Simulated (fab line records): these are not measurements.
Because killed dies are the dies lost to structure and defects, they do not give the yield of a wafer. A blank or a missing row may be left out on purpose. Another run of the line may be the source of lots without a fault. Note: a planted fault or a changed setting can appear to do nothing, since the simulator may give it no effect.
Matching of chambers / flow n5Finfet / N5_MOL_CONTACT_COAG_ETCH_105 on rieDiel-02 has 4 sister chambers
The step etches SiARC in CF4, target depth 15.6 nm, time 26 s. 14 wafers are shown with their chamber, then 7 later ones without.

## WAFERS, EACH WITH ITS CHAMBER
wafer=L077.1; chamber=1; showerheadPlenumPTorr (Torr)=2.08; drypumpMotorCurrentA (A)=5.6; throttleValvePct (%)=15.44
wafer=L077.3; chamber=3; showerheadPlenumPTorr (Torr)=2.22; drypumpMotorCurrentA (A)=5.7; throttleValvePct (%)=15.54
wafer=L077.5; chamber=0; showerheadPlenumPTorr (Torr)=2.16; drypumpMotorCurrentA (A)=5.3; throttleValvePct (%)=15.52
wafer=L083.1; chamber=0; showerheadPlenumPTorr (Torr)=2.15; drypumpMotorCurrentA (A)=5.3; throttleValvePct (%)=15.55
wafer=L083.5; chamber=2; showerheadPlenumPTorr (Torr)=2.04; drypumpMotorCurrentA (A)=5.9; throttleValvePct (%)=15.92
wafer=L083.6; chamber=1; showerheadPlenumPTorr (Torr)=2.07; drypumpMotorCurrentA (A)=5.6; throttleValvePct (%)=15.46
wafer=L084.1; chamber=1; showerheadPlenumPTorr (Torr)=2.07; drypumpMotorCurrentA (A)=5.6; throttleValvePct (%)=15.46
wafer=L084.3; chamber=0; showerheadPlenumPTorr (Torr)=2.15; drypumpMotorCurrentA (A)=5.3; throttleValvePct (%)=15.56
wafer=L084.6; chamber=0; showerheadPlenumPTorr (Torr)=2.15; drypumpMotorCurrentA (A)=5.3; throttleValvePct (%)=15.57
wafer=L085.1; chamber=3; showerheadPlenumPTorr (Torr)=2.22; drypumpMotorCurrentA (A)=5.6; throttleValvePct (%)=15.59
wafer=L085.2; chamber=1; showerheadPlenumPTorr (Torr)=2.07; drypumpMotorCurrentA (A)=5.6; throttleValvePct (%)=15.48
wafer=L085.6; chamber=2; showerheadPlenumPTorr (Torr)=2.03; drypumpMotorCurrentA (A)=5.9; throttleValvePct (%)=15.92
wafer=L086.3; chamber=3; showerheadPlenumPTorr (Torr)=2.22; drypumpMotorCurrentA (A)=5.7; throttleValvePct (%)=15.59
wafer=L086.4; chamber=0; showerheadPlenumPTorr (Torr)=2.15; drypumpMotorCurrentA (A)=5.3; throttleValvePct (%)=15.56

SIGNATURES (means of the wafers above)
reading=showerheadPlenumPTorr; chamber 0=2.1520; chamber 1=2.0725; chamber 2=2.0350; chamber 3=2.2200; scatter within a chamber=0.00453
reading=drypumpMotorCurrentA; chamber 0=5.300; chamber 1=5.600; chamber 2=5.900; chamber 3=5.667; scatter within a chamber=0.0258
reading=throttleValvePct; chamber 0=15.5520; chamber 1=15.4600; chamber 2=15.9200; chamber 3=15.5733; scatter within a chamber=0.0199
Rule: a wafer's distance from a chamber is the root of the sum, over the readings, of the square of ((its reading less the chamber's mean) divided by the reading's scatter). The wafer belongs to the nearest chamber; if the next one is less than 2 further off, it can't be placed. The scatter: the root of (the sum of the squares of (reading less its chamber's mean) over the shown wafers, divided by (wafers less chambers)).

## WAFERS WHOSE CHAMBER IS MISSING
wafer=L086.5; showerheadPlenumPTorr (Torr)=2.03; drypumpMotorCurrentA (A)=5.9; throttleValvePct (%)=15.92
wafer=L087.3; showerheadPlenumPTorr (Torr)=2.15; drypumpMotorCurrentA (A)=5.3; throttleValvePct (%)=15.56
wafer=L087.5; showerheadPlenumPTorr (Torr)=2.15; drypumpMotorCurrentA (A)=5.3; throttleValvePct (%)=15.58
wafer=L087.6; showerheadPlenumPTorr (Torr)=2.21; drypumpMotorCurrentA (A)=5.6; throttleValvePct (%)=15.58
wafer=L097.1; showerheadPlenumPTorr (Torr)=2.06; drypumpMotorCurrentA (A)=5.7; throttleValvePct (%)=15.53
wafer=L097.2; showerheadPlenumPTorr (Torr)=2.14; drypumpMotorCurrentA (A)=5.3; throttleValvePct (%)=15.63
wafer=L097.3; showerheadPlenumPTorr (Torr)=2.03; drypumpMotorCurrentA (A)=5.9; throttleValvePct (%)=15.95

## EACH ONE'S CHAMBER
wafer=L086.5; from the rows above=2; in truth=2
wafer=L087.3; from the rows above=0; in truth=0
wafer=L087.5; from the rows above=0; in truth=0
wafer=L087.6; from the rows above=3; in truth=3
wafer=L097.1; from the rows above=1; in truth=1
wafer=L097.2; from the rows above=0; in truth=0
wafer=L097.3; from the rows above=2; in truth=2
7 of 7 placed correctly. From these rows, 0 cannot be placed. 0 placed wrongly.
